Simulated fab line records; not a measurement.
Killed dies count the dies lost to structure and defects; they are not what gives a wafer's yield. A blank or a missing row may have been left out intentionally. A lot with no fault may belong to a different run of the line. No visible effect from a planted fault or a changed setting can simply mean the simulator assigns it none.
Chamber matching	flow n5-finfet	N5_BEOL_M3_CMP_52 on cmp-04: 4 sister chambers
The step polishes, stops on SiOC, t overpolish 6.8 s, target thk 40 nm. 8 wafers are shown with their chamber, then 12 later ones without.

WAFERS PAIRED WITH THEIR CHAMBERS
wafer	chamber	motor-current-A (A)	time-to-endpoint-s (s)
L085.3	2	5.5	64
L086.3	3	4.8	61
L086.5	0	5.4	61
L086.6	3	4.5	59
L088.4	2	5.8	59
L087.3	1	6.0	55
L087.4	0	5.4	60
L087.5	1	5.8	55

WAFERS WITH NO CHAMBER GIVEN
wafer	motor-current-A (A)	time-to-endpoint-s (s)
L091.2	5.4	60
L091.3	5.0	57
L091.6	5.7	61
L090.3	5.0	56
L090.4	5.6	57
L090.5	5.6	62
L092.1	4.7	58
L092.2	5.3	60
L092.5	6.1	62
L096.2	6.0	67
L096.5	6.4	62
L096.6	6.0	66

WHICH CHAMBER EACH ONE RAN IN
wafer	from the rows above	in truth
L091.2	can't be placed: 0 or 2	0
L091.3	can't be placed: 3 or 0 or 2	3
L091.6	can't be placed: 2 or 0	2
L090.3	can't be placed: 3 or 0 or 2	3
L090.4	can't be placed: 1 or 0 or 2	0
L090.5	can't be placed: 2 or 0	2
L092.1	3	3
L092.2	can't be placed: 0 or 2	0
L092.5	can't be placed: 2 or 1 or 0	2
L096.2	can't be placed: 2 or 0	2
L096.5	can't be placed: 2 or 1 or 0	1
L096.6	can't be placed: 2 or 0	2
Placed correctly: 1 of 12. Not placeable from these rows: 11 (in 11, the candidates include the true chamber). Number placed wrongly: 0.
How it was worked out, from the rows above alone: a wafer's distance from a chamber is the root of the sum, over the readings, of the square of ((its reading less the chamber's mean) divided by the reading's scatter). The wafer belongs to the nearest chamber; if the next one is less than 2 further off, it can't be placed. Each chamber's mean is taken over the wafers shown for it. How the scatter is found: for the shown wafers, subtract from each reading the mean of its chamber, square and add these, divide the total by (wafers less chambers), then take the root.
